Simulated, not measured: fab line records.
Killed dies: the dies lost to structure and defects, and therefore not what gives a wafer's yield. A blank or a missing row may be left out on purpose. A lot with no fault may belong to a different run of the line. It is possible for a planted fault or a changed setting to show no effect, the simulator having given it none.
Matching of chambers | flow n5 finfet | N5_BEOL_M12_DEP_53 on pecvd-01: 3 sister chambers
The step deposits SiCN from 3MS/NH3, target thk 30 nm, time 10.5 s. 6 wafers are shown with their chamber, then 8 later ones without.

== EACH WAFER AND ITS CHAMBER ==
wafer  | chamber | throttle valve pct (%) | showerhead plenum p Torr (Torr)
L081.5 | 0       | 19.3                   | 4.137
L081.6 | 2       | 17.4                   | 4.167
L083.2 | 1       | 16.8                   | 4.182
L083.3 | 2       | 17.5                   | 4.146
L083.6 | 0       | 19.2                   | 4.149
L089.1 | 1       | 16.7                   | 4.193

== WAFERS WITH NO CHAMBER GIVEN ==
wafer  | throttle valve pct (%) | showerhead plenum p Torr (Torr)
L089.2 | 17.4                   | 4.172
L089.4 | 19.5                   | 4.148
L091.1 | 16.7                   | 4.187
L091.2 | 19.5                   | 4.143
L091.6 | 16.8                   | 4.183
L091.3 | 19.4                   | 4.138
L091.4 | 16.4                   | 4.168
L091.5 | 19.2                   | 4.138

== THE CHAMBER EACH PASSED THROUGH ==
wafer  | from the rows above | in truth
L089.2 | 2                   | 2
L089.4 | 0                   | 0
L091.1 | 1                   | 1
L091.2 | 0                   | 0
L091.6 | 1                   | 1
L091.3 | 0                   | 0
L091.4 | 1                   | 1
L091.5 | 0                   | 0
Correct placement for 8 of the 8. Can't be placed from these rows: 0. 0 placed wrongly.
How it was worked out, from the rows above alone: a wafer's distance from a chamber is the root of the sum, over the readings, of the square of ((its reading less the chamber's mean) divided by the reading's scatter). If the next closest chamber is less than 2 further off than the closest, the wafer can't be placed; otherwise it belongs to the closest. A chamber's mean is the mean of its shown wafers. The scatter: take each reading less its chamber's mean, square it, sum over the shown wafers, divide by the number of wafers less the number of chambers, and take the root.
